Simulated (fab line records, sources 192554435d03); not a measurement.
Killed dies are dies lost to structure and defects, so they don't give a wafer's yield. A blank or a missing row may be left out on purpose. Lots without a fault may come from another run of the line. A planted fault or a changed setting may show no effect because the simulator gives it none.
One fault seen from 3 desks | flow n5_finfet | each desk has only its own numbers; what lay behind them comes last

THE DEFECT DESK
What the inspections along the route counted, lot by lot: means of the sampled wafers that have a number. A lot is out of limits, marked OUT, if its mean lies more than 4 standard deviations from the usual mean; the brackets give that distance.
Columns: A = raw_defect_count at N5_STI_FIN_REVEAL_INSPECT_13, usual 12
lot  | first seen here | A
L660 | day 2 14:34     | 13
L663 | day 3 09:19     | 16
L666 | day 4 02:58     | 12
L668 | day 4 13:03     | 361 (+65) OUT
L670 | day 5 01:05     | 336 (+60) OUT
L672 | day 5 16:39     | 7
L681 | day 7 19:48     | 17
L682 | day 8 00:44     | 15
L683 | day 8 06:32     | 14
This desk's finding: out of limits on L668, L670; first on L668, day 4 13:03 (raw_defect_count at N5_STI_FIN_REVEAL_INSPECT_13). In limits: L660, L663, L666, L672, L681, L682, L683.

THE METROLOGY DESK
What the gauges read, lot by lot, whatever tool the lot ran on: means of the sampled wafers that have a number. A lot is out of limits, marked OUT, if its mean lies more than 4 standard deviations from the usual mean; the brackets give that distance. Of its 10 readings 7 are shown: those that lie furthest out on some lot.
Columns: A = DIBL_N at N5_BEOL_M4_RC_MEAS_101, usual 37.2 mV/V; B = ION_N at N5_BEOL_M4_RC_MEAS_101, usual 678 uA/um; C = ION_P at N5_BEOL_M4_RC_MEAS_101, usual 462 uA/um; D = SS_N at N5_BEOL_M4_RC_MEAS_101, usual 71.8 mV/dec; E = SS_P at N5_BEOL_M4_RC_MEAS_101, usual 73.5 mV/dec; F = VT_N at N5_BEOL_M4_RC_MEAS_101, usual 249 mV; G = VT_P at N5_BEOL_M4_RC_MEAS_101, usual -250 mV
lot  | first seen here | A    | B   | C   | D    | E    | F   | G
L660 | day 8 10:58     | 37.2 | 672 | 455 | 72.2 | 72.9 | 250 | -252
L663 | day 9 01:17     | 37.8 | 677 | 464 | 72.2 | 73.2 | 248 | -247
L666 | day 9 20:22     | 35.9 | 679 | 473 | 71.0 | 73.2 | 250 | -247
L668 | day 10 04:07    | 36.1 | 692 | 465 | 71.7 | 73.4 | 247 | -251
L670 | day 10 08:14    | 38.4 | 685 | 460 | 71.7 | 73.5 | 246 | -250
L672 | day 11 11:19    | 37.3 | 680 | 452 | 72.2 | 73.6 | 250 | -254
L681 | day 13 12:39    | 36.9 | 686 | 462 | 72.0 | 73.5 | 247 | -250
L682 | day 13 13:22    | 36.7 | 665 | 453 | 72.2 | 73.9 | 251 | -254
L683 | day 13 22:26    | 35.3 | 667 | 457 | 72.1 | 73.3 | 252 | -253
This desk's finding: nothing out of limits on any of the 9 lots.

THE TOOL OWNER'S DESK: vapor_etch-02
The tool's own readings at N5_STI_FIN_REVEAL_RECESS_09 (chemistry HF/NH3, target SiO2, afs cycles 11, target depth 42.5 nm, sublimation time 60 s): means of the sampled wafers that have a number, for each lot that ran on this tool. A lot is out of limits, marked OUT, if its mean lies more than 4 standard deviations from the usual mean; the brackets give that distance.
Columns: A = drypump_motor_current_A at N5_STI_FIN_REVEAL_RECESS_09, usual 5.42 A
lot  | first seen here | A
L660 | day 2 11:47     | 5.47
L663 | day 3 06:32     | 5.18
L668 | day 4 10:16     | 5.33
L670 | day 4 22:19     | 5.34
L681 | day 7 17:32     | 5.19
L682 | day 7 21:56     | 5.34
L683 | day 8 04:15     | 5.34
This desk's finding: nothing out of limits on any of the 7 lots.

PUT TOGETHER
The defect desk could have raised an alarm at day 4 13:03, on L668, L670.
The metrology desk saw nothing out of limits.
The tool owner's desk saw nothing out of limits.
The metrology desk has L668, L670 on record, within its limits.
The tool owner's desk has L668, L670 on record, within its limits.
Of the lots named, all ran N5_STI_FIN_REVEAL_RECESS_09 on vapor_etch-02.

WHAT THE SIMULATOR HAD PUT IN
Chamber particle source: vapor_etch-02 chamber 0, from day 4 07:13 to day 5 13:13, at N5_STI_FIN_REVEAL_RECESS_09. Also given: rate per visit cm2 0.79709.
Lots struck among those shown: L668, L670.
Hours from the fault's start to each desk's first reading out of limits: the defect desk, 6.
